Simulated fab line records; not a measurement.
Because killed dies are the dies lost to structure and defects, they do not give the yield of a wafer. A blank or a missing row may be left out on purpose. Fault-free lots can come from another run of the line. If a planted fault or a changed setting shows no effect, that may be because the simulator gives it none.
Matching of chambers    flow nand_harc    NHARC_A_CHANNEL_HOLE_D1_ETCH_38 on rie_diel-03 has 4 sister chambers
The step etches the open film in CF4, target depth 39 nm, time 65 s. 4 wafers are shown with their chamber, then 7 later ones without.

WAFERS PAIRED WITH THEIR CHAMBERS
wafer   chamber  showerhead_plenum_p_Torr (Torr)
L088.6  2        1.81
L090.2  1        1.69
L093.1  3        1.73
L093.2  0        1.90

WAFERS MISSING THEIR CHAMBER
wafer   showerhead_plenum_p_Torr (Torr)
L093.6  1.90
L094.2  1.81
L094.5  1.90
L094.6  1.81
L097.3  1.90
L097.4  1.69
L097.6  1.68

THE CHAMBER EACH PASSED THROUGH
wafer   from the rows above  in truth
L093.6  0                    0
L094.2  2                    2
L094.5  0                    0
L094.6  2                    2
L097.3  0                    0
L097.4  1                    1
L097.6  1                    1
Placed correctly: 7 of 7. Can't be placed from these rows: 0. Placed wrongly: 0.
How it was worked out, from the rows above alone: a wafer's distance from a chamber is the root of the sum, over the readings, of the square of ((its reading less the chamber's mean) divided by the reading's scatter). If the next closest chamber is less than 2 further off than the closest, the wafer can't be placed; otherwise it belongs to the closest. The mean given for a chamber averages the wafers shown for that chamber. The scatter: with one shown wafer a chamber, the root of the mean of the squares of how far each hidden wafer lies from its nearest shown one.
